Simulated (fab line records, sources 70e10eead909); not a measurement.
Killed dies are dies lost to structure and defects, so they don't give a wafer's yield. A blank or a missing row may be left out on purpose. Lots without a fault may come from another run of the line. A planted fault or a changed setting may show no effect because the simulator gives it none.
Which tool did it? | flow nand_harc | 22 lots, 66 wafers sampled, at 2 steps of a route of 1302

WHAT THE GAUGES READ, wafer by wafer
NHARC_A_CHANNEL_FILL_D1_THK_MEAS_06: measures by ellipsometry. Usual: thk_nm 5.0 nm, standard deviation 0.95.
lot  | measured     | on            | thk_nm (nm) | flag
L074 | day 10 06:19 | film_metro-02 | 5.7 5.4 6.4 |
L075 | day 10 16:52 | film_metro-02 | 6.4 5.5 6.3 |
L076 | day 11 06:05 | film_metro-01 | 6.2 6.0 6.6 |
L077 | day 11 14:14 | film_metro-02 | 5.7 5.5 4.1 |
L078 | day 11 20:14 | film_metro-02 | 4.7 5.6 4.4 |
L079 | day 12 07:43 | film_metro-02 | 6.1 4.7 4.5 |
L080 | day 13 00:33 | film_metro-02 | 2.4 4.8 3.0 |
L081 | day 13 00:33 | film_metro-01 | 5.6 4.0 5.4 |
L082 | day 14 00:07 | film_metro-02 | 4.1 5.7 5.8 |
L083 | day 14 16:22 | film_metro-02 | 4.7 5.6 5.5 |
L084 | day 14 16:22 | film_metro-01 | 5.1 4.2 5.1 |
L085 | day 15 08:22 | film_metro-02 | 4.6 4.5 3.8 |
L086 | day 15 17:33 | film_metro-02 | 3.6 5.8 5.1 |
L088 | day 16 13:26 | film_metro-02 | 5.8 4.4 5.6 |
L089 | day 16 16:41 | film_metro-01 | 4.7 4.2 4.3 |
L091 | day 17 17:10 | film_metro-01 | 5.1 5.1 6.2 |
L093 | day 18 06:38 | film_metro-01 | 5.8 4.2 3.0 |
L092 | day 18 06:38 | film_metro-02 | 4.5 4.2 3.7 |
L094 | day 18 19:28 | film_metro-02 | 7.2 6.6 5.3 |
L095 | day 19 00:02 | film_metro-02 | 5.5 3.3 5.0 |
L096 | day 19 16:49 | film_metro-01 | 6.6 4.2 5.0 |
L097 | day 20 04:49 | film_metro-01 | 3.8 4.6 6.5 |

WHICH TOOL RAN EACH LOT (tool, then ch and the chambers of the sampled wafers, then the start)
lot  | NHARC_A_CHANNEL_HOLE_D1_XSEM_31
L074 | xsem-01 ch 0, day 8 17:32
L075 | xsem-02 ch 0, day 9 03:07
L076 | xsem-01 ch 0, day 9 14:28
L077 | xsem-02 ch 0, day 10 01:36
L078 | xsem-01 ch 0, day 10 07:50
L079 | xsem-01 ch 0, day 10 19:04
L080 | xsem-01 ch 0, day 11 11:55
L081 | xsem-02 ch 0, day 11 14:25
L082 | xsem-01 ch 0, day 12 10:17
L083 | xsem-01 ch 0, day 13 02:11
L084 | xsem-02 ch 0, day 13 05:32
L085 | xsem-02 ch 0, day 13 19:04
L086 | xsem-02 ch 0, day 14 04:20
L088 | xsem-01 ch 0, day 15 00:49
L089 | xsem-02 ch 0, day 15 04:05
L091 | xsem-01 ch 0, day 16 05:11
L093 | xsem-02 ch 0, day 16 17:46
L092 | xsem-02 ch 0, day 16 18:10
L094 | xsem-01 ch 0, day 17 07:08
L095 | xsem-02 ch 0, day 17 11:55
L096 | xsem-01 ch 0, day 18 04:35
L097 | xsem-02 ch 0, day 18 16:51
- NHARC_A_CHANNEL_HOLE_D1_XSEM_31

WHAT THE TOOLS THEMSELVES READ (means of the sampled wafers that have a number; where no wafer has one, the mark that the record gives instead)
NHARC_A_CHANNEL_HOLE_D1_XSEM_31. Usual: bot_cd_nm 74.8 nm, standard deviation 2.3; bow_nm 8.78 nm, standard deviation 0.25; tilt_deg 0.07 degrees, standard deviation 0.043.
lot  | tool    | bot_cd_nm (nm) | bow_nm (nm) | tilt_deg (degrees) | flag
L074 | xsem-01 | 74.2           | 8.99        | 0.08               |
L075 | xsem-02 | 70.7           | 8.72        | 0.08               |
L076 | xsem-01 | 75.4           | 8.82        | 0.05               |
L077 | xsem-02 | 77.1           | 8.38        | 0.14               |
L078 | xsem-01 | 74.8           | 9.01        | 0.00               |
L079 | xsem-01 | 77.8           | 8.64        | 0.07               |
L080 | xsem-01 | 75.8           | 9.26        | 0.09               |
L081 | xsem-02 | 74.5           | 8.80        | 0.12               |
L082 | xsem-01 | 74.7           | 8.84        | 0.02               |
L083 | xsem-01 | 73.3           | 8.43        | 0.09               |
L084 | xsem-02 | 76.0           | 8.97        | 0.08               |
L085 | xsem-02 | 75.7           | 8.99        | 0.05               |
L086 | xsem-02 | 75.6           | 8.95        | 0.08               |
L088 | xsem-01 | 72.8           | 9.02        | 0.10               |
L089 | xsem-02 | 73.8           | 8.80        | 0.13               |
L091 | xsem-01 | 74.0           | 8.61        | 0.05               |
L093 | xsem-02 | 74.3           | 8.69        | 0.04               |
L092 | xsem-02 | 76.5           | 8.12        | 0.07               |
L094 | xsem-01 | 74.3           | 8.57        | 0.01               |
L095 | xsem-02 | 77.7           | 8.81        | -0.02              |
L096 | xsem-01 | 77.7           | 9.14        | 0.13               |
L097 | xsem-02 | 73.1           | 8.64        | 0.13               |

THE ANSWER, worked out from the rows above alone
Rule: a lot is off if the mean of its wafers that have a number lies more than 3 standard deviations from the usual mean. A lot without any number at a reading at which 4 lots or more have one is off too. The other lots that the step has rows for count as sound. The gauges are gone through in route order, then the tools' own readings, and for those a lot's mean is taken as printed above. The first step at which some lot is off is used, and at that step the reading that is off furthest; a lot without a number counts as furthest.
No lot is off at any reading shown: from this, nothing can be told.

WHAT THE SIMULATOR HAD PUT IN
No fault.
